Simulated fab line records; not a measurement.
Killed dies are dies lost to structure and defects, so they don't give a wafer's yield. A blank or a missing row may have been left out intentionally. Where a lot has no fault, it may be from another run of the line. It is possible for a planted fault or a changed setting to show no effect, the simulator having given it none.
fab line records	flow n5Finfet
[record] lots = 24	wafers = 72	lastDay = 18
route steps=1938 shown BEOL_M12@1614 BEOL_M13@1698 BEOL_M14@1736
lots untouched by any fault: they come from a run of this same line in which no faults occurred
startH: start of the lot's first displayed wafer, in hours after the record's first day	waitH: hours since the lot's step before	" as in the row above	L1.1+2: one row covering several wafers at once	- no value present, or no start provided	* or withheld: withheld	< > ~ a bound
route shown NAME@n: names a module that has steps shown in the file, with the first one's number in the route	usual: the fault-free wafers' mean and standard deviation	same: alike in all rows	chamber/n: place in a boat	sites: readings site by site	_std_site: the standard deviation of these	_edge_site: mean of outer sites minus mean of inner sites	radiusMm: for every site, how far away it sits from the centre of the wafer	mask NAME#n: copy n	behind: the tool/chamber that last shaped the wafer	hold: what put the lot on hold/how long, in hours/how the hold closed	device: names the non-switching transistor (n, p or np)	end of line: tests of these same wafers at the route's end	for a step that has no rows: nothing shown but its recipe	killed: the dies lost at the first sort to structure and to defects; this is not the yield of the wafer	map: a wafer's dies, x killed, . not, _ none there
set.NAME: the setting as run; set.NAME@STEP: as run at that earlier step	model.NAME: the simulator's own value behind a step, which no gauge read
a sample of lots followed through the steps of the route, with each step as a table and each wafer as a row
services: when a tool's chamber went out of use (startH, in hours from the record's first day, below 0 if earlier), for how many hours, and the reason
[[steps]]
[step N5_BEOL_M12_INSPECT_12]
[recipe] mode = adi	inspectInstrument = macro
[usual] rawDefectCount = 1.9/1.4
lot.wafer	tool	chamber	startH	waitH	rawDefectCount
L076.1	defectInspect-01	-	226.22	0.0	2
L076.4	"	-	"	"	1
L076.6	"	-	"	"	2
L074.2	defectInspect-01	-	226.92	0.0	1
L074.3	"	-	"	"	3
L074.6	"	-	"	"	3
L077.2	defectInspect-01	-	239.54	0.0	2
L077.5	"	-	"	"	0
L077.6	"	-	"	"	3
L075.2	defectInspect-02	-	240.67	0.0	1
L075.5	"	-	"	"	1
L075.6	"	-	"	"	3
L078.1	defectInspect-01	-	240.79	0.0	4
L078.3	"	-	"	"	2
L078.5	"	-	"	"	4
L079.1	defectInspect-02	-	260.01	0.0	2
L079.2	"	-	"	"	1
L079.4	"	-	"	"	1
L080.1	defectInspect-01	-	268.25	0.0	0
L080.3	"	-	"	"	0
L080.4	"	-	"	"	2
L082.2	defectInspect-01	-	277.83	0.0	1
L082.4	"	-	"	"	0
L082.6	"	-	"	"	1
L081.1	defectInspect-01	-	278.64	0.0	2
L081.3	"	-	"	"	3
L081.5	"	-	"	"	3
L084.3	defectInspect-02	-	293.53	0.0	4
L084.4	"	-	"	"	5
L084.5	"	-	"	"	2
L083.1	defectInspect-01	-	294.42	0.0	3
L083.5	"	-	"	"	5
L083.6	"	-	"	"	3
L086.1	defectInspect-01	-	301.26	0.0	2
L086.2	"	-	"	"	2
L086.5	"	-	"	"	2
L085.1	defectInspect-01	-	304.72	0.0	3
L085.4	"	-	"	"	3
L085.5	"	-	"	"	1
L088.2	defectInspect-02	-	310.25	0.0	3
L088.3	"	-	"	"	3
L088.5	"	-	"	"	4
L087.3	defectInspect-02	-	310.41	0.0	2
L087.4	"	-	"	"	1
L087.6	"	-	"	"	4
L089.1	defectInspect-02	-	321.31	0.0	0
L089.2	"	-	"	"	5
L089.4	"	-	"	"	2
L091.1	defectInspect-02	-	334.57	0.0	2
L091.3	"	-	"	"	2
L091.4	"	-	"	"	1
L090.3	defectInspect-02	-	337.72	0.0	2
L090.4	"	-	"	"	1
L090.6	"	-	"	"	2
L092.2	defectInspect-02	-	345.16	0.0	2
L092.4	"	-	"	"	1
L092.6	"	-	"	"	3
L093.2	defectInspect-01	-	356.08	0.0	0
L093.5	"	-	"	"	0
L093.6	"	-	"	"	1
L096.2	defectInspect-01	-	360.34	0.0	3
L096.3	"	-	"	"	3
L096.4	"	-	"	"	1
L094.1	defectInspect-02	-	366.15	0.0	0
L094.4	"	-	"	"	1
L094.6	"	-	"	"	3
L095.1	defectInspect-01	-	366.31	0.0	1
L095.3	"	-	"	"	2
L095.4	"	-	"	"	0
L097.1	defectInspect-02	-	386.01	0.0	0
L097.2	"	-	"	"	0
L097.6	"	-	"	"	1
[step N5_BEOL_M13_OCD_MEAS_35]
[usual] trenchDepthNm = 413/6.2
lot.wafer	tool	chamber	startH	waitH	trenchDepthNm
L076.1	ocd-01	-	233.63	0.0	421
L076.4	"	-	"	"	409
L076.6	"	-	"	"	420
L074.2	ocd-01	-	236.14	0.0	407
L074.3	"	-	"	"	417
L074.6	"	-	"	"	412
L077.2	ocd-02	-	246.46	0.0	411
L077.5	"	-	"	"	412
L077.6	"	-	"	"	404
L075.2	ocd-01	-	246.76	0.0	416
L075.5	"	-	"	"	404
L075.6	"	-	"	"	413
L078.1	ocd-01	-	247.07	0.0	410
L078.3	"	-	"	"	409
L078.5	"	-	"	"	411
L079.1	ocd-01	-	265.53	0.0	414
L079.2	"	-	"	"	417
L079.4	"	-	"	"	427
L080.1	ocd-01	-	274.60	0.0	420
L080.3	"	-	"	"	414
L080.4	"	-	"	"	424
L082.2	ocd-01	-	284.24	0.0	420
L082.4	"	-	"	"	426
L082.6	"	-	"	"	420
L081.1	ocd-01	-	284.56	0.0	409
L081.3	"	-	"	"	414
L081.5	"	-	"	"	414
L084.3	ocd-02	-	300.19	0.0	422
L084.4	"	-	"	"	406
L084.5	"	-	"	"	416
L083.1	ocd-02	-	301.81	0.0	408
L083.5	"	-	"	"	418
L083.6	"	-	"	"	408
L086.1	ocd-01	-	307.38	0.0	420
L086.2	"	-	"	"	414
L086.5	"	-	"	"	423
L085.1	ocd-02	-	312.73	0.0	414
L085.4	"	-	"	"	404
L085.5	"	-	"	"	411
L088.2	ocd-01	-	317.78	0.0	405
L088.3	"	-	"	"	404
L088.5	"	-	"	"	417
L087.3	ocd-01	-	318.90	0.0	419
L087.4	"	-	"	"	411
L087.6	"	-	"	"	415
L089.1	ocd-02	-	329.97	0.0	402
L089.2	"	-	"	"	415
L089.4	"	-	"	"	407
L090.3	ocd-02	-	345.30	0.0	415
L090.4	"	-	"	"	419
L090.6	"	-	"	"	414
L091.1	ocd-01	-	345.42	0.0	402
L091.3	"	-	"	"	409
L091.4	"	-	"	"	406
L092.2	ocd-02	-	352.68	0.0	409
L092.4	"	-	"	"	411
L092.6	"	-	"	"	404
L093.2	ocd-01	-	363.87	0.0	419
L093.5	"	-	"	"	406
L093.6	"	-	"	"	420
L096.2	ocd-01	-	367.37	0.0	416
L096.3	"	-	"	"	420
L096.4	"	-	"	"	407
L094.1	ocd-01	-	373.31	0.0	405
L094.4	"	-	"	"	406
L094.6	"	-	"	"	407
L095.1	ocd-01	-	377.88	0.0	421
L095.3	"	-	"	"	410
L095.4	"	-	"	"	410
L097.1	ocd-02	-	391.86	0.0	418
L097.2	"	-	"	"	407
L097.6	"	-	"	"	419
[step N5_BEOL_M13_STRIP_37]
[recipe] chemistry = N2/H2	powerW = 1000	tempC = 250	h2Frac = 0.65	overashFraction = 0.3	pressureMtorr = withheld	n2FlowSccm = 1750	h2FlowSccm = 3250
[usual] drypumpMotorCurrentA = 5.7/0.41	heaterPowerW = 328/23	oesProductAu = 0.784/0.012	tempC = 249.98/0.19
lot.wafer	tool	chamber	startH	waitH	drypumpMotorCurrentA	heaterPowerW	oesProductAu	rfHoursCounterH	tempC
L076.1	plasmaAsher-01	1	233.67	0.0	6.1	340	0.781	65	249.88
L076.4	"	0	"	"	6.2	305	0.775	-	250.00
L076.6	"	1	"	"	6.1	342	0.772	-	249.92
L074.2	plasmaAsher-02	1	236.18	0.0	5.5	359	0.787	127	249.85
L074.3	"	1	"	"	5.4	362	0.777	-	250.03
L074.6	"	0	"	"	5.3	318	0.779	-	249.90
L077.2	plasmaAsher-02	0	246.50	0.0	5.3	307	0.774	129	250.00
L077.5	"	1	"	"	5.5	350	0.768	-	250.12
L077.6	"	0	"	"	5.3	302	0.780	-	249.70
L075.2	plasmaAsher-01	1	246.80	0.0	6.1	344	0.797	68	250.11
L075.5	"	0	"	"	6.3	301	0.773	-	250.04
L075.6	"	1	"	"	6.1	338	0.763	-	250.11
L078.1	plasmaAsher-01	1	247.11	0.0	6.0	341	0.803	69	249.92
L078.3	"	1	"	"	6.1	335	0.778	-	249.76
L078.5	"	1	"	"	6.1	347	0.786	-	250.21
L079.1	plasmaAsher-01	0	265.57	0.0	6.2	304	0.781	73	249.80
L079.2	"	1	"	"	6.1	343	0.803	73	249.77
L079.4	"	0	"	"	6.2	303	0.778	-	249.91
L080.1	plasmaAsher-02	1	274.64	0.0	5.5	357	0.792	134	250.32
L080.3	"	1	"	"	5.4	360	0.792	-	250.22
L080.4	"	0	"	"	5.3	304	0.770	-	250.09
L082.2	plasmaAsher-02	1	284.28	0.0	5.5	366	0.785	136	250.15
L082.4	"	0	"	"	5.3	305	0.787	-	249.87
L082.6	"	0	"	"	5.2	303	0.771	-	250.00
L081.1	plasmaAsher-01	1	284.60	0.0	6.1	332	0.772	76	250.11
L081.3	"	0	"	"	6.2	304	0.776	-	250.19
L081.5	"	1	"	"	6.1	334	0.791	-	250.14
L084.3	plasmaAsher-01	1	300.25	0.1	6.1	346	0.804	-	249.78
L084.4	"	0	"	"	6.2	302	0.788	-	249.81
L084.5	"	0	"	"	6.3	302	0.804	-	249.72
L083.1	plasmaAsher-02	1	301.85	0.0	5.5	354	0.777	139	249.79
L083.5	"	0	"	"	5.3	309	0.802	-	250.03
L083.6	"	1	"	"	5.4	358	0.779	-	249.76
L086.1	plasmaAsher-02	0	307.42	0.0	5.3	312	0.801	140	249.78
L086.2	"	1	"	"	5.4	352	0.798	140	250.14
L086.5	"	1	"	"	5.5	359	0.777	-	250.19
L085.1	plasmaAsher-01	1	312.77	0.0	6.1	336	0.782	82	250.01
L085.4	"	1	"	"	6.1	337	0.782	-	249.91
L085.5	"	0	"	"	6.2	300	0.794	-	249.61
L088.2	plasmaAsher-02	1	317.81	0.0	5.5	355	0.791	142	250.20
L088.3	"	1	"	"	5.4	355	0.786	-	250.02
L088.5	"	0	"	"	5.3	314	0.785	-	250.18
L087.3	plasmaAsher-01	1	318.96	0.1	6.1	354	0.788	-	250.13
L087.4	"	0	"	"	6.2	300	0.792	-	250.08
L087.6	"	0	"	"	6.2	301	0.776	-	250.25
L089.1	plasmaAsher-02	1	330.01	0.0	5.4	360	0.797	144	250.03
L089.2	"	0	"	"	5.3	309	0.785	144	249.71
L089.4	"	0	"	"	5.3	309	0.797	-	249.70
L090.3	plasmaAsher-02	0	345.35	0.1	5.3	299	0.775	-	249.87
L090.4	"	1	"	"	5.4	358	0.785	-	249.82
L090.6	"	0	"	"	5.3	308	0.808	-	249.79
L091.1	plasmaAsher-02	0	345.46	0.0	5.3	303	0.785	147	249.64
L091.3	"	1	"	"	5.4	360	0.777	-	249.87
L091.4	"	0	"	"	5.3	307	0.778	-	249.85
L092.2	plasmaAsher-02	1	352.72	0.0	5.4	362	0.771	148	250.14
L092.4	"	1	"	"	5.5	350	0.800	-	250.33
L092.6	"	0	"	"	5.3	302	0.780	-	250.00
L093.2	plasmaAsher-01	1	363.91	0.0	6.1	344	0.784	93	250.15
L093.5	"	1	"	"	6.1	343	0.791	-	250.42
L093.6	"	0	"	"	6.2	300	0.786	-	250.02
L096.2	plasmaAsher-01	1	367.41	0.0	6.1	338	0.791	94	249.88
L096.3	"	1	"	"	6.1	347	0.811	-	249.83
L096.4	"	0	"	"	6.2	304	0.762	-	249.95
L094.1	plasmaAsher-02	0	373.35	0.0	5.3	306	0.792	153	250.15
L094.4	"	1	"	"	5.4	360	0.786	-	250.28
L094.6	"	1	"	"	5.4	364	0.793	-	250.17
L095.1	plasmaAsher-01	0	377.92	0.0	6.2	300	0.798	95	250.33
L095.3	"	1	"	"	6.1	338	0.775	-	250.24
L095.4	"	0	"	"	6.2	306	0.787	-	250.32
L097.1	plasmaAsher-02	0	391.90	0.0	5.3	309	0.791	156	250.07
L097.2	"	1	"	"	5.5	352	0.786	156	249.89
L097.6	"	1	"	"	5.5	351	0.765	-	250.32
[step N5_BEOL_M13_ETCH_38]
[recipe] chemistry = CF4/N2	target = SiCN	targetDepthA = 675	taperDeg = 2	timeS = 71.9	ionEnergyEv = 150	maskMaterial = SiO2	pressureMtorr = 40	sourceW = 430	biasW = 70	Ar_flow_sccm = 100	cf4FlowSccm = 60	n2FlowSccm = 60
[usual] drypumpMotorCurrentA = 5.9/0.55	oesProductAu = 0.81/0.084	rfVppV = 382.3/1.9	showerheadPlenumPTorr = 2.21/0.066	throttleValvePct = 15.40/0.23
lot.wafer	tool	chamber	startH	waitH	drypumpMotorCurrentA	oesProductAu	rfHoursCounterH	rfVppV	showerheadPlenumPTorr	throttleValvePct
L076.1	rieDiel-05	3	235.09	-	6.3	0.78	115	380.4	2.12	15.36
L076.4	"	0	"	"	5.4	0.71	225	383.4	2.26	15.43
L076.6	"	2	"	"	6.5	0.88	-	381.3	2.17	15.39
L074.2	rieDiel-02	1	238.79	-	6.2	0.87	16	380.0	2.17	15.33
L074.3	"	3	"	"	6.5	0.75	173	381.9	2.20	15.61
L074.6	"	3	"	"	6.5	0.75	-	382.9	2.20	15.61
L077.2	rieDiel-04	1	247.96	-	5.4	0.95	2	383.1	2.26	14.99
L077.5	"	0	"	"	5.4	0.93	-	383.3	2.25	15.46
L077.6	"	3	"	"	5.5	0.89	-	384.9	2.34	14.99
L075.2	rieDiel-04	2	248.35	-	5.7	0.68	263	382.9	2.26	15.57
L075.5	"	2	"	"	5.7	0.68	-	382.9	2.26	15.57
L075.6	"	1	"	"	5.3	0.96	-	383.6	2.27	14.99
L078.1	rieDiel-05	2	252.72	-	6.5	0.86	56	380.7	2.16	15.42
L078.3	"	1	"	"	5.6	0.75	159	381.2	2.12	15.38
L078.5	"	2	"	"	6.5	0.86	-	380.2	2.16	15.41
L079.1	rieDiel-02	2	266.23	-	6.7	0.78	100	382.8	2.22	15.74
L079.2	"	1	"	"	6.2	0.86	25	382.5	2.17	15.34
L079.4	"	0	"	"	5.0	0.99	18	386.4	2.33	15.08
L080.1	rieDiel-02	2	275.09	-	6.8	0.79	103	382.8	2.22	15.74
L080.3	"	3	"	"	6.5	0.73	184	381.5	2.19	15.63
L080.4	"	0	"	"	5.0	0.98	20	385.7	2.33	15.10
L082.2	rieDiel-05	0	284.67	-	5.4	0.70	239	384.6	2.26	15.47
L082.4	"	3	"	"	6.3	0.77	129	380.2	2.12	15.38
L082.6	"	1	"	"	5.6	0.75	-	379.3	2.12	15.40
L081.1	rieDiel-02	0	288.62	-	5.1	0.95	23	385.4	2.33	15.09
L081.3	"	2	"	"	6.8	0.78	106	382.2	2.22	15.74
L081.5	"	3	"	"	6.5	0.73	-	381.1	2.19	15.64
L084.3	rieDiel-05	2	300.31	-	6.4	0.84	70	381.5	2.16	15.46
L084.4	"	3	"	"	6.3	0.76	134	379.9	2.12	15.38
L084.5	"	1	"	"	5.6	0.74	-	381.2	2.12	15.41
L083.1	rieDiel-05	2	303.16	-	6.5	0.84	70	382.6	2.16	15.43
L083.5	"	3	"	"	6.3	0.76	-	380.2	2.12	15.39
L083.6	"	0	"	"	5.5	0.69	-	384.6	2.26	15.48
L086.1	rieDiel-05	2	308.58	-	6.5	0.85	71	380.9	2.16	15.43
L086.2	"	1	"	"	5.6	0.74	174	380.1	2.12	15.39
L086.5	"	1	"	"	5.6	0.74	-	380.1	2.12	15.40
L085.1	rieDiel-02	3	315.23	-	6.4	0.72	195	380.2	2.19	15.64
L085.4	"	0	"	"	5.0	0.94	31	386.2	2.32	15.10
L085.5	"	2	"	"	6.7	0.77	-	383.3	2.22	15.78
L088.2	rieDiel-05	0	318.21	-	5.4	0.69	249	383.6	2.26	15.49
L088.3	"	2	"	"	6.5	0.84	74	380.9	2.16	15.45
L088.5	"	1	"	"	5.6	0.73	-	379.9	2.12	15.42
L087.3	rieDiel-05	3	319.05	-	6.3	0.76	139	379.7	2.11	15.40
L087.4	"	2	"	"	6.5	0.85	75	381.4	2.16	15.45
L087.6	"	2	"	"	6.5	0.84	-	381.9	2.16	15.46
L089.1	rieDiel-02	3	332.46	-	6.4	0.72	202	380.2	2.19	15.66
L089.2	"	1	"	"	6.2	0.82	45	380.8	2.16	15.36
L089.4	"	2	"	"	6.7	0.76	121	382.3	2.22	15.77
L090.3	rieDiel-02	1	348.71	-	6.2	0.82	49	380.4	2.16	15.38
L090.4	"	0	"	"	5.0	0.93	39	384.9	2.32	15.13
L090.6	"	2	"	"	6.7	0.76	-	383.0	2.21	15.78
L091.1	rieDiel-02	0	348.88	-	5.0	0.94	39	386.5	2.32	15.13
L091.3	"	2	"	"	6.7	0.76	125	382.1	2.22	15.79
L091.4	"	1	"	"	6.2	0.82	49	381.5	2.16	15.39
L092.2	rieDiel-05	1	353.25	-	5.6	0.73	191	378.9	2.11	15.46
L092.4	"	0	"	"	5.4	0.97	-	381.6	2.25	15.00
L092.6	"	1	"	"	5.6	0.73	-	380.6	2.11	15.45
L093.2	rieDiel-02	3	364.14	-	6.5	0.71	210	382.1	2.19	15.68
L093.5	"	1	"	"	6.1	0.82	-	380.9	2.16	15.40
L093.6	"	2	"	"	6.8	0.76	-	384.7	2.21	15.80
L096.2	rieDiel-04	2	371.16	-	5.7	0.94	22	383.7	2.25	15.08
L096.3	"	3	"	"	5.5	0.84	73	384.1	2.32	15.07
L096.4	"	0	"	"	5.4	0.86	46	382.7	2.24	15.52
L094.1	rieDiel-04	0	375.64	-	5.4	0.85	47	383.3	2.24	15.52
L094.4	"	1	"	"	5.3	0.87	36	384.5	2.25	15.07
L094.6	"	1	"	"	5.4	0.87	-	383.2	2.25	15.07
L095.1	rieDiel-04	0	378.77	-	5.4	0.86	48	384.5	2.23	15.53
L095.3	"	1	"	"	5.3	0.86	38	382.6	2.25	15.06
L095.4	"	3	"	"	5.5	0.84	75	384.6	2.32	15.07
L097.1	rieDiel-02	1	393.08	-	6.2	0.80	64	381.7	2.16	15.40
L097.2	"	2	"	"	6.7	0.75	138	381.8	2.21	15.82
L097.6	"	2	"	"	6.7	0.75	-	382.6	2.21	15.81
[step N5_BEOL_M13_PRE_CLEAN_42]
[recipe] gas = H2/He	timeS = 30	tempC = 250
[usual] heaterPowerW = 334/27
lot.wafer	tool	chamber	startH	waitH	heaterPowerW
L076.1	pvdSputter-02	-	235.55	0.0	335
L076.4	"	-	"	"	367
L076.6	"	-	"	"	337
L074.2	pvdSputter-01	-	239.50	0.0	377
L074.3	"	-	"	"	301
L074.6	"	-	"	"	312
L077.2	pvdSputter-01	-	248.69	0.0	347
L077.5	"	-	"	"	290
L077.6	"	-	"	"	342
L075.2	pvdSputter-01	-	249.01	0.0	305
L075.5	"	-	"	"	383
L075.6	"	-	"	"	301
L078.1	pvdSputter-01	-	253.17	0.0	319
L078.3	"	-	"	"	385
L078.5	"	-	"	"	394
L079.1	pvdSputter-03	-	266.76	0.0	317
L079.2	"	-	"	"	320
L079.4	"	-	"	"	308
L080.1	pvdSputter-02	-	275.65	0.0	309
L080.3	"	-	"	"	332
L080.4	"	-	"	"	337
L082.2	pvdSputter-02	-	285.83	0.0	377
L082.4	"	-	"	"	335
L082.6	"	-	"	"	332
L081.1	pvdSputter-02	-	290.05	0.0	318
L081.3	"	-	"	"	334
L081.5	"	-	"	"	335
L084.3	pvdSputter-01	-	300.67	0.0	304
L084.4	"	-	"	"	392
L084.5	"	-	"	"	308
L083.1	pvdSputter-01	-	303.71	0.0	299
L083.5	"	-	"	"	297
L083.6	"	-	"	"	342
L086.1	pvdSputter-03	-	309.17	0.0	319
L086.2	"	-	"	"	315
L086.5	"	-	"	"	324
L085.1	pvdSputter-02	-	315.57	0.0	364
L085.4	"	-	"	"	332
L085.5	"	-	"	"	322
L088.2	pvdSputter-02	-	318.46	0.0	370
L088.3	"	-	"	"	315
L088.5	"	-	"	"	327
L087.3	pvdSputter-03	-	319.28	0.0	355
L087.4	"	-	"	"	324
L087.6	"	-	"	"	324
L089.1	pvdSputter-01	-	332.93	0.0	306
L089.2	"	-	"	"	352
L089.4	"	-	"	"	296
L090.3	pvdSputter-02	-	349.23	0.0	350
L090.4	"	-	"	"	361
L090.6	"	-	"	"	305
L091.1	pvdSputter-03	-	349.40	0.0	336
L091.3	"	-	"	"	312
L091.4	"	-	"	"	347
L092.2	pvdSputter-03	-	353.82	0.0	310
L092.4	"	-	"	"	331
L092.6	"	-	"	"	305
L093.2	pvdSputter-03	-	365.99	0.0	320
L093.5	"	-	"	"	319
L093.6	"	-	"	"	349
L096.2	pvdSputter-01	-	372.04	0.0	293
L096.3	"	-	"	"	351
L096.4	"	-	"	"	393
L094.1	pvdSputter-03	-	376.36	0.0	330
L094.4	"	-	"	"	316
L094.6	"	-	"	"	314
L095.1	pvdSputter-02	-	379.33	0.0	374
L095.3	"	-	"	"	305
L095.4	"	-	"	"	338
L097.1	pvdSputter-01	-	393.78	0.0	386
L097.2	"	-	"	"	361
L097.6	"	-	"	"	355
[step N5_BEOL_M14_CD_MEAS_17]
[recipe] targetCdNm = 250	polarity = opening
[usual] cdNm = 251.1/1.9
lot.wafer	tool	chamber	startH	waitH	cdNm
L076.1	cdSem-01	-	238.05	0.0	251.5
L076.4	"	-	"	"	250.4
L076.6	"	-	"	"	253.7
L074.2	cdSem-02	-	242.19	0.0	253.2
L074.3	"	-	"	"	253.2
L074.6	"	-	"	"	250.2
L077.2	cdSem-01	-	251.10	0.0	254.9
L077.5	"	-	"	"	252.1
L077.6	"	-	"	"	252.1
L075.2	cdSem-02	-	251.42	0.0	251.8
L075.5	"	-	"	"	251.5
L075.6	"	-	"	"	254.2
L078.1	cdSem-01	-	255.57	0.0	249.5
L078.3	"	-	"	"	250.1
L078.5	"	-	"	"	247.5
L079.1	cdSem-01	-	269.48	0.0	251.7
L079.2	"	-	"	"	252.1
L079.4	"	-	"	"	250.9
L080.1	cdSem-01	-	278.64	0.0	250.4
L080.3	"	-	"	"	247.3
L080.4	"	-	"	"	249.2
L082.2	cdSem-03	-	288.12	0.0	252.2
L082.4	"	-	"	"	247.6
L082.6	"	-	"	"	253.3
L081.1	cdSem-03	-	292.56	0.0	249.1
L081.3	"	-	"	"	251.0
L081.5	"	-	"	"	247.7
L084.3	cdSem-02	-	303.47	0.0	250.0
L084.4	"	-	"	"	251.2
L084.5	"	-	"	"	249.3
L083.1	cdSem-03	-	306.09	0.0	252.1
L083.5	"	-	"	"	256.4
L083.6	"	-	"	"	251.5
L086.1	cdSem-02	-	311.53	0.0	251.9
L086.2	"	-	"	"	250.9
L086.5	"	-	"	"	253.5
L085.1	cdSem-03	-	318.36	0.0	250.3
L085.4	"	-	"	"	255.7
L085.5	"	-	"	"	251.8
L088.2	cdSem-01	-	320.86	0.0	248.9
L088.3	"	-	"	"	250.4
L088.5	"	-	"	"	252.1
L087.3	cdSem-02	-	322.41	0.0	250.6
L087.4	"	-	"	"	250.3
L087.6	"	-	"	"	250.0
L089.1	cdSem-02	-	335.69	0.0	250.9
L089.2	"	-	"	"	251.4
L089.4	"	-	"	"	248.2
L090.3	cdSem-01	-	352.16	0.0	254.3
L090.4	"	-	"	"	253.1
L090.6	"	-	"	"	253.2
L091.1	cdSem-01	-	352.41	0.0	249.0
L091.3	"	-	"	"	251.0
L091.4	"	-	"	"	251.5
L092.2	cdSem-02	-	356.10	0.0	254.3
L092.4	"	-	"	"	249.6
L092.6	"	-	"	"	251.5
L093.2	cdSem-03	-	368.53	0.0	253.0
L093.5	"	-	"	"	248.7
L093.6	"	-	"	"	247.7
L096.2	cdSem-03	-	374.64	0.0	253.1
L096.3	"	-	"	"	248.9
L096.4	"	-	"	"	248.8
L094.1	cdSem-01	-	379.04	0.0	251.6
L094.4	"	-	"	"	250.6
L094.6	"	-	"	"	252.4
L095.1	cdSem-02	-	381.62	0.0	251.6
L095.3	"	-	"	"	251.7
L095.4	"	-	"	"	251.1
L097.1	cdSem-01	-	396.44	0.0	253.6
L097.2	"	-	"	"	250.4
L097.6	"	-	"	"	253.3
[[services]]
tool	chamber	startH	hours	kind
rieDiel-04	1	220.95	-	clean
rieDiel-04	1	220.95	-	consumableReplace:focusRing
rieDiel-04	1	220.95	21.6	scheduledDown
rieDiel-04	1	220.95	21.6	ventCycle
rieDiel-04	2	265.06	-	clean
rieDiel-04	2	265.06	-	consumableReplace:focusRing
rieDiel-04	2	265.06	27.9	scheduledDown
rieDiel-04	2	265.06	27.9	ventCycle
pvdSputter-01	-	310.44	9.1	repair
rieDiel-02	0	324.30	6.3	repair
rieDiel-05	0	324.47	-	clean
rieDiel-05	0	324.47	-	consumableReplace:focusRing
rieDiel-05	0	324.47	21.5	scheduledDown
rieDiel-05	0	324.47	21.5	ventCycle
pvdSputter-03	-	336.33	4.2	repair
[[key]]
fault none
